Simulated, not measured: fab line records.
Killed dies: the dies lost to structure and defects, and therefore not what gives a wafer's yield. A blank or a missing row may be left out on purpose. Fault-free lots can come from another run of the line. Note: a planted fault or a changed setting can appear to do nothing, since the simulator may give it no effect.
Matching of chambers / flow nandHarc / rieSi-04 running NHARC_A_WL_FILL_ETCHBACK_26: 4 sister chambers
The step etches the open film in HBr, target depth 52 nm, time 13.3 s. 14 wafers are shown with their chamber, then 7 later ones without.

EACH WAFER AND ITS CHAMBER
wafer=L463.1; chamber=3; drypumpMotorCurrentA (A)=5.6; oesProductAu (a.u.)=1.009; throttleValvePct (%)=23.267
wafer=L463.3; chamber=1; drypumpMotorCurrentA (A)=5.8; oesProductAu (a.u.)=1.003; throttleValvePct (%)=23.256
wafer=L463.5; chamber=3; drypumpMotorCurrentA (A)=5.6; oesProductAu (a.u.)=1.003; throttleValvePct (%)=23.258
wafer=L465.1; chamber=0; drypumpMotorCurrentA (A)=5.3; oesProductAu (a.u.)=0.999; throttleValvePct (%)=23.247
wafer=L465.2; chamber=3; drypumpMotorCurrentA (A)=5.7; oesProductAu (a.u.)=0.992; throttleValvePct (%)=23.270
wafer=L465.5; chamber=0; drypumpMotorCurrentA (A)=5.3; oesProductAu (a.u.)=1.002; throttleValvePct (%)=23.277
wafer=L469.2; chamber=3; drypumpMotorCurrentA (A)=5.6; oesProductAu (a.u.)=0.997; throttleValvePct (%)=23.269
wafer=L469.3; chamber=2; drypumpMotorCurrentA (A)=5.0; oesProductAu (a.u.)=1.001; throttleValvePct (%)=23.257
wafer=L469.4; chamber=1; drypumpMotorCurrentA (A)=5.8; oesProductAu (a.u.)=1.007; throttleValvePct (%)=23.272
wafer=L476.1; chamber=2; drypumpMotorCurrentA (A)=5.0; oesProductAu (a.u.)=1.004; throttleValvePct (%)=23.263
wafer=L476.4; chamber=0; drypumpMotorCurrentA (A)=5.3; oesProductAu (a.u.)=1.007; throttleValvePct (%)=23.263
wafer=L476.5; chamber=3; drypumpMotorCurrentA (A)=5.6; oesProductAu (a.u.)=1.000; throttleValvePct (%)=23.261
wafer=L479.1; chamber=0; drypumpMotorCurrentA (A)=5.3; oesProductAu (a.u.)=1.007; throttleValvePct (%)=23.269
wafer=L479.2; chamber=2; drypumpMotorCurrentA (A)=5.0; oesProductAu (a.u.)=0.996; throttleValvePct (%)=23.258

SIGNATURES (averages over the wafers above)
reading=drypumpMotorCurrentA; chamber 0=5.300; chamber 1=5.800; chamber 2=5.000; chamber 3=5.620; scatter within a chamber=0.0283
reading=oesProductAu; chamber 0=1.00375; chamber 1=1.00500; chamber 2=1.00033; chamber 3=1.00020; scatter within a chamber=0.005
reading=throttleValvePct; chamber 0=23.26400; chamber 1=23.26400; chamber 2=23.25933; chamber 3=23.26500; scatter within a chamber=0.00862
Rule: a wafer lies at a distance from a chamber equal to the root of the sum of squares, over the readings, of (its reading less the chamber's mean, divided by the reading's scatter). If the next closest chamber is less than 2 further off than the closest, the wafer can't be placed; otherwise it belongs to the closest. The scatter: take each reading less its chamber's mean, square it, sum over the shown wafers, divide by the number of wafers less the number of chambers, and take the root.

WAFERS WITH NO CHAMBER GIVEN
wafer=L479.5; drypumpMotorCurrentA (A)=5.7; oesProductAu (a.u.)=1.003; throttleValvePct (%)=23.265
wafer=L481.1; drypumpMotorCurrentA (A)=5.3; oesProductAu (a.u.)=1.007; throttleValvePct (%)=23.267
wafer=L481.2; drypumpMotorCurrentA (A)=5.0; oesProductAu (a.u.)=1.009; throttleValvePct (%)=23.256
wafer=L481.6; drypumpMotorCurrentA (A)=5.0; oesProductAu (a.u.)=0.995; throttleValvePct (%)=23.272
wafer=L484.1; drypumpMotorCurrentA (A)=5.8; oesProductAu (a.u.)=0.995; throttleValvePct (%)=23.266
wafer=L484.3; drypumpMotorCurrentA (A)=5.3; oesProductAu (a.u.)=1.003; throttleValvePct (%)=23.274
wafer=L484.6; drypumpMotorCurrentA (A)=5.0; oesProductAu (a.u.)=1.007; throttleValvePct (%)=23.253

CHAMBER TAKEN BY EACH
wafer=L479.5; from the rows above=can't be placed: 3 or 1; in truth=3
wafer=L481.1; from the rows above=0; in truth=0
wafer=L481.2; from the rows above=2; in truth=2
wafer=L481.6; from the rows above=2; in truth=2
wafer=L484.1; from the rows above=1; in truth=1
wafer=L484.3; from the rows above=0; in truth=0
wafer=L484.6; from the rows above=2; in truth=2
Correct placement for 6 of the 7. From these rows, 1 cannot be placed; in 1 the true chamber is one of the candidates. Wrongly placed: 0.
